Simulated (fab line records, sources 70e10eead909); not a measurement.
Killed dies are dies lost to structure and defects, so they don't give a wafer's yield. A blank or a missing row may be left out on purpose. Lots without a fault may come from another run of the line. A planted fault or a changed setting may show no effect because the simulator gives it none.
Chamber matching | flow nand_harc | NHARC_P_M2_DEP_33 on pecvd-03: 3 sister chambers
The step deposits SiCN, target thk 30 nm. 6 wafers are shown with their chamber, then 11 later ones without.

WAFERS WITH THEIR CHAMBER
wafer  | chamber | showerhead_vpp_V (V) | heater_power_w (W)
L083.4 | 2       | 1366                 | 749
L087.5 | 0       | 1448                 | 424
L087.6 | 2       | 1356                 | 735
L088.4 | 0       | 1449                 | 544
L088.5 | 1       | 1342                 | 525
L090.3 | 1       | 1362                 | 522

WAFERS WITHOUT THEIR CHAMBER
wafer  | showerhead_vpp_V (V) | heater_power_w (W)
L090.4 | 1428                 | 487
L090.6 | 1415                 | 800
L091.1 | 1469                 | 493
L091.2 | 1392                 | 765
L091.4 | 1473                 | 497
L092.1 | 1354                 | 558
L092.3 | 1427                 | 508
L092.5 | 1379                 | 620
L095.1 | 1374                 | 758
L095.4 | 1464                 | 534
L095.6 | 1393                 | 767

WHICH CHAMBER EACH WENT THROUGH
wafer  | from the rows above     | in truth
L090.4 | 0                       | 0
L090.6 | can't be placed: 2 or 0 | 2
L091.1 | 0                       | 0
L091.2 | 2                       | 2
L091.4 | 0                       | 0
L092.1 | 1                       | 1
L092.3 | 0                       | 0
L092.5 | can't be placed: 2 or 1 | 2
L095.1 | 2                       | 2
L095.4 | 0                       | 0
L095.6 | 2                       | 2
Placed correctly: 9 of 11. Can't be placed from these rows: 2 (the true chamber is among the candidates in 2). Placed wrongly: 0.
How it was worked out, from the rows above alone: a wafer's distance from a chamber is the root of the sum, over the readings, of the square of ((its reading less the chamber's mean) divided by the reading's scatter). The wafer belongs to the nearest chamber; if the next one is less than 2 further off, it can't be placed. A chamber's mean is the mean of its shown wafers. The scatter: the root of (the sum of the squares of (reading less its chamber's mean) over the shown wafers, divided by (wafers less chambers)).
